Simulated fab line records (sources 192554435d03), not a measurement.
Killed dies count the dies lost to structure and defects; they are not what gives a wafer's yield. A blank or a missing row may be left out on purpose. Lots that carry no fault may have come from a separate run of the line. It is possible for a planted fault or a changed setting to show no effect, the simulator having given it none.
Problem report, 8D (eight disciplines) form, completed by code || flow n5Finfet || the parts of the form that need people (team, actions taken, sign-off) are left out

== 1. PROBLEM STATEMENT ==
Mean of thkNm at N5_FIN_SAQP_THK_MEAS_07: 91.8 nm across 4 wafers in 3 lots; on wafers with no fault it is 59.9 nm (standard deviation 0.78). That puts it +41 standard deviations away from the usual mean.
The first sign was on wafer L398.1 at day 4 10:02, on filmMetro-02. At this step, 24 wafers from 9 lots have a number in the record. By rule, "out" or "out of limits" means more than 4 standard deviations away from the usual mean. The rest of the wafers with a number are treated as sound.

== 2. WHAT IT IS; WHAT IT IS NOT ==
{"question": "which readings at this step", "is": "thkNm", "is not": "-"}
{"question": "which lots", "is": "L398, L401, L403", "is not": "L390, L393, L394, L409, L410, L411"}
{"question": "which wafers of those lots", "is": "L398.1, L398.6, L401.1, L403.1", "is not": "L401.5, L403.5"}
{"question": "read on which gauges", "is": "filmMetro-02", "is not": "filmMetro-01"}
{"question": "when", "is": "from day 4 10:02", "is not": "up to then (9 sound wafers); but 11 sound wafers of L401, L403, L409, L410, L411 came after"}

== 3. WHAT RULES OUT EACH SUSPECT ==
Counting: any tool at a process step up to the reading remains a suspect provided it ran every lot that is out. Sound lots after the first of them don't rule it out here, since some wafers of a struck lot are sound.
- ruled out: the gauge at N5_FIN_SAQP_THK_MEAS_07. All the wafers that are out were read on filmMetro-02, but those of them that N5_FIN_SAQP_MANDREL_ETCH_22 has rows for are out there too, on other tools.
- pecvd-03 at N5_FIN_SAQP_PECVD_06 (deposits a-Si from SiH4/He, target thk 60 nm, time 48.1 s): kept. It ran every lot that is out, first L398 (day 4 09:58); its last sound lot up to then is L394 (day 3 10:35).
After counting, what remains is pecvd-03 at N5_FIN_SAQP_PECVD_06.

== 4. THE CAUSE (what the simulator had put in) ==
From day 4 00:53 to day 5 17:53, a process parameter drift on pecvd-03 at N5_FIN_SAQP_PECVD_06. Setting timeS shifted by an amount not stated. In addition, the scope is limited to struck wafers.
The count eliminated every tool but this one.

== 5. THE EFFECT CHAIN, in route order ==
Each row: a reading whose mean over the struck wafers that have a number lies more than 3 standard deviations from the usual. Readings are gone through only where the record gives a usual standard deviation; hours: the median, over the lots, of the time from a lot's start at the first step in this table giving one to that lot's start at this step; sigmas: the change measured in usual standard deviations.
{"hours": 0, "step": "N5_FIN_SAQP_THK_MEAS_07", "reading": "thkNm", "usual": "59.9 nm", "on struck wafers": 91.8, "change": "+31.9", "sigmas": "+41"}
{"hours": 1, "step": "N5_FIN_SAQP_MANDREL_ETCH_22", "reading": "oesProductAu", "usual": "0.769 a.u.", "on struck wafers": 0.994, "change": "+0.225", "sigmas": "+17"}
{"hours": 5, "step": "N5_FIN_SAQP_INSPECT_40", "reading": "rawDefectCount", "usual": 189, "on struck wafers": 1663, "change": "+1474", "sigmas": "+31"}
{"hours": 271, "step": "N5_PASSIVATION_PROBE_49", "reading": "defectLimitedYield", "usual": "91.2 %", "on struck wafers": 13.8, "change": -77.4, "sigmas": -52}
{"hours": 271, "step": "N5_PASSIVATION_PROBE_49", "reading": "killedAtFrontEnd", "usual": 40, "on struck wafers": 953, "change": "+913", "sigmas": "+70"}
{"hours": 271, "step": "N5_PASSIVATION_PROBE_49", "reading": "killedDies", "usual": 104, "on struck wafers": 1018, "change": "+914", "sigmas": "+54"}
{"hours": 271, "step": "N5_PASSIVATION_PROBE_49", "reading": "killedOnRim", "usual": 14, "on struck wafers": 70, "change": "+56", "sigmas": "+13"}
{"hours": 271, "step": "N5_PASSIVATION_PROBE_49", "reading": "sort_bin_5_function", "usual": "5.2 %", "on struck wafers": 82.5, "change": "+77.2", "sigmas": "+81"}
{"hours": 271, "step": "N5_PASSIVATION_PROBE_49", "reading": "sortNPass", "usual": 1076, "on struck wafers": 162, "change": -914, "sigmas": -54}
{"hours": 271, "step": "N5_PASSIVATION_PROBE_49", "reading": "sortYieldPct", "usual": "91.2 %", "on struck wafers": 13.8, "change": -77.4, "sigmas": -52}
Here are the process steps it includes:
- N5_FIN_SAQP_MANDREL_ETCH_22: etches a-Si in HBr/Cl2, stops on SiNx, target depth 60 nm, bt time 10 s, time 30 s.
- N5_PASSIVATION_PROBE_49

== 6. HOW IT WOULD HAVE BEEN CAUGHT EARLIER ==
In this record the first reading out of limits at a measuring or inspecting step was taken at day 4 10:02, 9 hours after the fault began at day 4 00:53.
Of the tool readings at N5_FIN_SAQP_PECVD_06 for which the record gives a usual standard deviation, none was out on any struck wafer, so an alarm limit of 4 standard deviations on them would not have fired.
Among the 3 lots that are out, L401, L403 began N5_FIN_SAQP_PECVD_06 on pecvd-03 after day 4 10:02. A hold on the tool at that time would have spared those 2.
